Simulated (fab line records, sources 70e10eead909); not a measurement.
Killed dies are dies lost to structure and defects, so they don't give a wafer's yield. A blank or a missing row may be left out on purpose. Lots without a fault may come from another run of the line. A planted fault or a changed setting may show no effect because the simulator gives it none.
fab line records | flow nand_harc
record lots=11 wafers=33 last_day=33
route steps=1302 shown P_M0@266 P_M1@296
lots that met no fault: from a run of the same line without faults
start_h: hours from the record's first day to the start of the lot's first wafer shown | wait_h: hours since the lot's step before | " the same as in the row above | L1.1+2: a row that stands for several wafers | - no value, or no start given | * or withheld: withheld | < > ~ a bound
route shown NAME@n: a module of which the file shows steps, and the number in the route of the first | usual: mean/standard deviation of fault-free wafers | same: alike in all rows | chamber/n: place in a boat | sites: the reading at each site | _std_site: their standard deviation | _edge_site: outer sites' mean less inner sites' | radius_mm: how far each site lies from the wafer's centre | mask NAME#n: copy n | behind: the tool/chamber that last shaped the wafer | hold: why the lot was held/for how many hours/how that ended | device: the transistor (n, p or np) that didn't switch | end of line: the same wafers' tests at the end of the route | a step without rows: its recipe alone | killed: dies lost to structure and defects at the first sort, not the wafer's yield | map: a wafer's dies, x killed, . not, _ none there
set.NAME: the setting as run; set.NAME@STEP: as run at that earlier step | model.NAME: the simulator's own value behind a step, which no gauge read
steps of the route over a sample of lots; a table a step, a row a wafer
services: from which hour (start_h, from the record's first day; less than 0 if before it) a tool's chamber was out of use, for how many hours, and why
## steps
# step NHARC_P_M0_DESCUM_14
# recipe time_s=3 o2_flow_sccm=200 ar_flow_sccm=0 bias_power_w=0 chemistry=O2
# usual chamber_pressure_mTorr=60.00/0.056 drypump_motor_current_A=5.7/0.49 oes_product_au=1.001/0.0097 rf_vpp_V=57.9/0.95 showerhead_plenum_p_Torr=1.94/0.079 throttle_valve_pct=11.311/0.009
# columns lot.wafer tool chamber start_h wait_h chamber_pressure_mTorr drypump_motor_current_A oes_product_au rf_hours_counter_h rf_vpp_V showerhead_plenum_p_Torr throttle_valve_pct
L997.3 rie_diel-08 3 119.80 0.1 59.96 5.3 1.012 19 57.5 1.84 11.308
L997.4 " 0 " " 59.96 6.8 1.001 15 58.6 1.99 11.315
L997.5 " 3 " " 60.00 5.4 1.012 - 57.1 1.84 11.311
L998.2 rie_diel-08 3 135.89 0.1 59.87 5.4 1.002 21 58.0 1.84 11.317
L998.1 " 2 " " 60.01 5.4 0.991 18 55.8 1.86 11.284
L998.5 " 0 " " 59.96 6.8 1.015 - 57.4 1.99 11.316
L107.2 rie_diel-08 0 225.74 0.1 59.98 6.8 1.014 4 57.8 1.98 11.312
L107.1 " 2 " " 59.90 5.4 1.000 4 57.5 1.86 11.302
L107.5 " 3 " " 60.03 5.3 1.011 - 56.6 1.83 11.310
L108.3 rie_diel-04 3 233.72 0.1 60.00 5.6 1.004 12 58.4 1.96 11.300
L108.2 " 2 " " 60.04 5.7 1.000 13 57.7 1.96 11.298
L108.6 " 0 " " 60.01 5.8 0.997 - 60.1 2.05 11.316
L110.3 rie_diel-08 0 251.25 0.1 59.97 6.8 1.006 11 59.0 1.98 11.310
L110.4 " 2 " " 59.97 5.4 1.005 9 58.0 1.86 11.315
L110.6 " 0 " " 59.89 6.8 0.999 - 57.0 1.98 11.310
L114.4 rie_diel-07 1 304.79 0.1 60.06 5.9 0.993 0 59.8 2.06 11.317
L114.1 " 3 " " 60.07 5.4 0.980 0 59.0 2.06 11.311
L114.5 " 1 " " 59.94 5.9 0.989 - 58.9 2.06 11.306
L117.3 rie_diel-08 0 315.81 0.1 60.06 6.8 0.994 23 57.4 1.98 11.321
L117.5 " 2 " " 60.05 5.4 1.001 - 58.9 1.85 11.317
L117.6 " 3 " " 60.02 5.4 0.997 - 57.6 1.83 11.322
L116.4 rie_diel-08 0 316.47 0.1 60.02 6.8 1.002 23 57.3 1.98 11.305
L116.1 " 1 " " 59.96 5.8 1.007 23 57.7 1.95 11.318
L116.5 " 3 " " 60.01 5.4 1.022 - 58.3 1.83 11.303
L118.4 rie_diel-07 1 328.38 0.1 60.03 5.8 1.009 6 58.7 2.06 11.324
L118.2 " 2 " " 60.07 5.1 1.005 6 57.0 1.85 11.308
L118.6 " 1 " " 59.99 5.9 0.998 - 59.0 2.06 11.317
L120.2 rie_diel-04 1 344.54 0.1 60.01 5.4 0.992 58 57.5 2.02 11.319
L120.1 " 0 " " 60.01 5.8 1.007 55 59.6 2.04 11.298
L120.6 " 1 " " 60.01 5.5 0.988 - 58.6 2.02 11.314
L119.1 rie_diel-04 2 344.71 0.1 60.04 5.7 1.005 52 56.9 1.95 11.323
L119.2 " 1 " " 60.16 5.5 0.991 58 59.4 2.02 11.307
L119.5 " 2 " " 59.89 5.7 0.994 - 57.7 1.94 11.307
# step NHARC_P_M0_ETCH_34
# recipe target_depth_a=400 overetch_a=120 time_s=43.94 ion_energy_ev=200 n2_flow_sccm=150 h2_flow_sccm=150 ar_flow_sccm=0 rf_w=400 bias_w=150 chemistry=N2/H2
# usual chamber_pressure_mTorr=30.000/0.026 drypump_motor_current_A=5.7/0.45 n2_flow_sccm=149.9/0.43 oes_product_au=1.001/0.0098 rf_vpp_V=431.6/2.4 showerhead_plenum_p_Torr=2.08/0.085 throttle_valve_pct=14.172/0.0089
# columns lot.wafer tool chamber start_h wait_h chamber_pressure_mTorr drypump_motor_current_A n2_flow_sccm oes_product_au rf_hours_counter_h rf_vpp_V showerhead_plenum_p_Torr throttle_valve_pct
L997.3 rie_diel-08 2 119.88 0.1 29.999 5.4 149.4 0.999 17 428.3 1.98 14.179
L997.4 " 3 " " 30.039 5.4 149.6 1.001 19 427.9 1.96 14.169
L997.5 " 3 " " 30.025 5.4 149.6 1.008 - 429.5 1.96 14.179
L998.2 rie_diel-08 1 135.98 0.1 29.992 5.7 150.0 0.980 18 431.6 2.09 14.172
L998.1 " 2 " " 29.990 5.4 150.2 0.998 18 429.2 1.98 14.159
L998.5 " 1 " " 29.981 5.8 149.9 0.979 - 433.9 2.09 14.152
L107.2 rie_diel-08 0 225.83 0.1 29.973 6.8 149.9 1.016 5 432.8 2.12 14.184
L107.1 " 1 " " 30.043 5.7 149.6 1.007 5 434.0 2.09 14.177
L107.5 " 3 " " 30.034 5.4 150.6 1.007 - 429.1 1.95 14.178
L108.3 rie_diel-04 2 233.81 0.1 29.964 5.7 150.3 1.000 13 430.8 2.09 14.169
L108.2 " 3 " " 29.994 5.6 149.7 1.004 12 432.1 2.09 14.153
L108.6 " 3 " " 29.968 5.6 150.5 1.008 - 433.8 2.09 14.170
L110.3 rie_diel-08 3 251.34 0.1 30.008 5.3 149.7 1.004 9 429.9 1.95 14.168
L110.4 " 0 " " 29.970 6.8 150.0 1.014 11 433.6 2.12 14.173
L110.6 " 3 " " 30.020 5.4 149.9 1.014 - 427.7 1.95 14.172
L114.4 rie_diel-07 3 304.88 0.1 30.016 5.4 150.1 0.982 0 435.2 2.20 14.181
L114.1 " 1 " " 30.012 5.9 149.7 0.988 0 432.9 2.20 14.168
L114.5 " 3 " " 29.994 5.4 149.8 0.981 - 433.4 2.20 14.178
L117.3 rie_diel-08 0 315.89 0.1 30.009 6.8 149.8 0.992 23 432.3 2.11 14.160
L117.5 " 1 " " 29.964 5.8 149.4 0.999 - 431.8 2.08 14.177
L117.6 " 2 " " 29.980 5.4 150.2 0.999 - 428.8 1.97 14.181
L116.4 rie_diel-08 0 316.55 0.1 30.007 6.8 150.1 0.996 23 432.4 2.11 14.171
L116.1 " 2 " " 30.040 5.4 150.5 0.997 21 430.0 1.97 14.156
L116.5 " 1 " " 29.954 5.7 150.1 0.994 - 431.4 2.08 14.154
L118.2 rie_diel-07 3 328.47 0.1 29.998 5.4 148.8 0.984 7 434.2 2.19 14.177
L118.4 " 2 " " 29.986 5.1 150.0 1.004 6 428.9 1.97 14.180
L118.6 " 3 " " 30.031 5.4 148.7 0.974 - 434.3 2.19 14.172
L120.1 rie_diel-04 2 344.68 0.1 29.998 5.6 149.5 0.989 52 432.6 2.07 14.178
L120.2 " 0 " " 29.978 5.8 150.2 1.013 55 434.9 2.18 14.187
L120.6 " 3 " " 30.024 5.6 149.8 1.015 - 432.3 2.08 14.160
L119.1 rie_diel-04 0 344.84 0.1 30.043 5.7 149.4 1.005 55 434.9 2.18 14.178
L119.2 " 1 " " 30.017 5.5 149.7 0.991 58 434.1 2.16 14.178
L119.5 " 0 " " 30.012 5.7 149.8 1.017 - 432.6 2.18 14.176
# step NHARC_P_M0_CMP_23
# recipe t_overpolish_s=20 target_thk_nm=117.54
# usual motor_current_A=12.1/0.94 retaining_ring_pressure_frac=1.000/0.0051 slurry_filter_dp_kPa=13.48/0.14 time_to_endpoint_s=28.7/2.8
# columns lot.wafer tool chamber start_h wait_h motor_current_A retaining_ring_pressure_frac slurry_filter_dp_kPa time_to_endpoint_s
L997.3 cmp-03 2 121.82 - 11.7 1.003 13.57 31.8
L997.4 " 0 " " 13.3 0.990 13.75 27.0
L997.5 " 1 " " 11.2 0.999 13.45 26.6
L998.1 cmp-01 3 137.89 - 12.0 0.999 13.51 28.7
L998.2 " 1 " " 12.2 0.995 13.45 31.1
L998.5 " 3 " " 12.2 1.005 13.52 30.5
L107.2 cmp-01 1 227.80 - 12.3 1.001 13.36 28.7
L107.1 " 3 " " 12.7 0.997 13.41 28.9
L107.5 " 0 " " 12.1 1.001 13.62 36.2
L108.3 cmp-01 0 235.74 - 11.4 1.006 13.48 33.6
L108.2 " 1 " " 11.7 0.999 13.58 30.9
L108.6 " 0 " " 10.7 1.007 13.62 31.3
L110.3 cmp-02 2 253.25 - 11.5 0.999 13.66 26.4
L110.4 " 0 " " 11.9 1.007 13.53 29.2
L110.6 " 3 " " 15.1 1.007 13.55 28.9
L114.4 cmp-01 2 306.82 - 12.4 0.993 13.41 25.3
L114.1 " 3 " " 12.5 1.004 13.72 26.1
L114.5 " 2 " " 12.0 1.004 13.60 25.7
L117.3 cmp-03 2 317.85 - 12.1 1.004 13.43 31.6
L117.6 " 1 " " 11.4 1.001 13.53 28.8
L117.5 " 2 " " 11.7 0.996 13.58 29.8
L116.4 cmp-03 1 318.47 - 11.6 0.992 13.44 26.5
L116.1 " 2 " " 11.3 1.005 13.19 28.2
L116.5 " 1 " " 11.8 1.003 13.56 28.4
L118.4 cmp-03 1 330.40 - 11.6 1.013 13.51 27.6
L118.2 " 2 " " 11.8 0.994 13.49 29.2
L118.6 " 1 " " 11.4 1.004 13.07 26.6
L120.1 cmp-02 3 346.62 - 14.9 0.996 13.71 24.5
L120.2 " 1 " " 11.9 1.002 13.27 33.7
L120.6 " 0 " " 12.6 1.000 13.57 29.5
L119.2 cmp-03 1 346.76 - 11.6 0.998 13.52 26.1
L119.1 " 3 " " 11.5 1.003 13.71 27.9
L119.5 " 2 " " 12.0 1.000 13.55 27.9
# step NHARC_P_M0_INSPECT_27
# usual raw_defect_count=292/110
# columns lot.wafer tool chamber start_h wait_h raw_defect_count
L997.3 defect_inspect-01 - 122.27 0.0 178
L997.4 " - " " 272
L997.5 " - " " 257
L998.1 defect_inspect-02 - 138.36 0.0 523
L998.2 " - " " 230
L998.5 " - " " 506
L107.1 defect_inspect-02 - 228.24 0.0 225
L107.2 " - " " 154
L107.5 " - " " 152
L108.2 defect_inspect-02 - 236.21 0.0 252
L108.3 " - " " 268
L108.6 " - " " 222
L110.3 defect_inspect-01 - 253.72 0.0 278
L110.4 " - " " 203
L110.6 " - " " 265
L114.1 defect_inspect-02 - 307.26 0.0 1221
L114.4 " - " " 1312
L114.5 " - " " 1381
L117.3 defect_inspect-02 - 318.29 0.0 243
L117.5 " - " " 171
L117.6 " - " " 131
L116.1 defect_inspect-02 - 318.94 0.0 152
L116.4 " - " " 196
L116.5 " - " " 258
L118.2 defect_inspect-02 - 330.84 0.0 502
L118.4 " - " " 456
L118.6 " - " " 360
L120.1 defect_inspect-02 - 347.09 0.0 244
L120.2 " - " " 274
L120.6 " - " " 174
L119.1 defect_inspect-02 - 347.23 0.0 564
L119.2 " - " " 251
L119.5 " - " " 370
# step NHARC_P_M1_OVL_MEAS_10
# recipe pitch_nm=260
# usual overlay_x_nm=-0.1/0.93 overlay_y_nm=0.1/0.93
# columns lot.wafer tool chamber start_h wait_h overlay_x_nm overlay_y_nm
L997.3 overlay-01 - 123.75 - -2.4 0.4
L997.4 " - " " -2.4 0.9
L997.5 " - " " -3.1 1.0
L998.1 overlay-01 - 139.96 - 0.8 -0.4
L998.2 " - " " 0.1 -0.2
L998.5 " - " " 0.5 -0.6
L107.1 overlay-01 - 229.73 - 0.2 -0.8
L107.2 " - " " -0.1 -0.8
L107.5 " - " " -0.2 -0.1
L108.2 overlay-02 - 237.56 - -0.3 0.3
L108.3 " - " " -0.2 1.3
L108.6 " - " " -0.3 1.2
L110.3 overlay-01 - 255.20 - 0.2 0.4
L110.4 " - " " -0.3 0.3
L110.6 " - " " 0.1 0.5
L114.1 overlay-01 - 308.78 - 0.9 1.7
L114.4 " - " " 0.4 1.0
L114.5 " - " " 0.5 1.4
L117.3 overlay-01 - 319.77 - -0.8 1.3
L117.5 " - " " -0.8 0.6
L117.6 " - " " -0.6 0.3
L116.1 overlay-01 - 320.43 - 1.4 -1.0
L116.4 " - " " 1.0 -1.2
L116.5 " - " " 1.0 -0.8
L118.2 overlay-02 - 332.34 - 1.3 0.7
L118.4 " - " " 0.6 0.1
L118.6 " - " " 1.3 0.4
L120.1 overlay-01 - 348.58 - -1.0 0.2
L120.2 " - " " -1.1 0.5
L120.6 " - " " -1.0 1.0
L119.1 overlay-02 - 348.85 - 0.2 -1.6
L119.2 " - " " -0.4 -1.3
L119.5 " - " " 0.0 -1.1
# step NHARC_P_M1_INSPECT_11
# usual raw_defect_count=4.1/2.8
# columns lot.wafer tool chamber start_h wait_h raw_defect_count
L997.3 defect_inspect-01 - 123.79 0.0 3
L997.4 " - " " 2
L997.5 " - " " 6
L998.1 defect_inspect-02 - 139.99 0.0 5
L998.2 " - " " 2
L998.5 " - " " 1
L107.1 defect_inspect-01 - 229.76 0.0 1
L107.2 " - " " 1
L107.5 " - " " 3
L108.2 defect_inspect-01 - 237.60 0.0 2
L108.3 " - " " 8
L108.6 " - " " 5
L110.3 defect_inspect-02 - 255.24 0.0 3
L110.4 " - " " 2
L110.6 " - " " 4
L114.1 defect_inspect-01 - 308.82 0.0 1011
L114.4 " - " " 1065
L114.5 " - " " 1018
L117.3 defect_inspect-02 - 319.81 0.0 3
L117.5 " - " " 1
L117.6 " - " " 6
L116.1 defect_inspect-02 - 320.46 0.0 4
L116.4 " - " " 3
L116.5 " - " " 3
L118.2 defect_inspect-02 - 332.38 0.0 12
L118.4 " - " " 11
L118.6 " - " " 10
L120.1 defect_inspect-02 - 348.61 0.0 3
L120.2 " - " " 2
L120.6 " - " " 4
L119.1 defect_inspect-02 - 348.89 0.0 3
L119.2 " - " " 1
L119.5 " - " " 3
## services
# columns tool chamber start_h hours kind
cmp-01 - 108.57 0.3 repair
cmp-02 - 116.39 1.9 repair
rie_diel-07 - 117.20 9.0 pm
cmp-01 - 118.78 4.0 pm
rie_diel-07 0 155.63 4.6 repair
cmp-03 - 176.95 4.0 pm
rie_diel-04 - 177.90 9.0 pm
rie_diel-08 - 190.80 9.0 pm
rie_diel-07 3 199.17 1.5 repair
cmp-01 - 216.82 4.0 pm
rie_diel-08 3 229.06 4.1 repair
cmp-03 - 229.58 4.1 repair
rie_diel-04 - 237.96 0.3 repair
rie_diel-04 0 238.79 1.2 repair
cmp-03 - 270.99 10.7 repair
cmp-03 - 281.73 4.0 pm
cmp-03 - 289.79 0.7 repair
rie_diel-07 1 291.02 2.6 repair
rie_diel-07 - 294.20 9.0 pm
rie_diel-04 - 298.04 0.3 repair
cmp-03 - 298.92 6.1 repair
cmp-01 - 314.82 4.0 pm
rie_diel-08 1 320.05 12.0 repair
rie_diel-08 0 323.71 1.2 repair
## key
first_sign step=NHARC_P_M0_INSPECT_27 reading=raw_defect_count direction=up sigmas=9.1 usual=292 struck=1305
effect step=NHARC_P_M1_INSPECT_11 reading=raw_defect_count direction=up sigmas=99+ usual=4.1 struck=1031.3
met_at NHARC_P_M0_CMP_23
struck_lots L114
rows_end L114.1,L114.4,L114.5
not_acting_at NHARC_P_M0_DESCUM_14,NHARC_P_M0_ETCH_34,NHARC_P_M1_OVL_MEAS_10
onset_between 235.74 306.82
fault kind=chamber_particle_source tool=cmp-01 chamber=- onset_h=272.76 steps=NHARC_P_M0_CMP_23 rate_per_visit_cm2=1.5785
# rows_end: these wafers met a further fault down the route, and their rows from its step on are left out
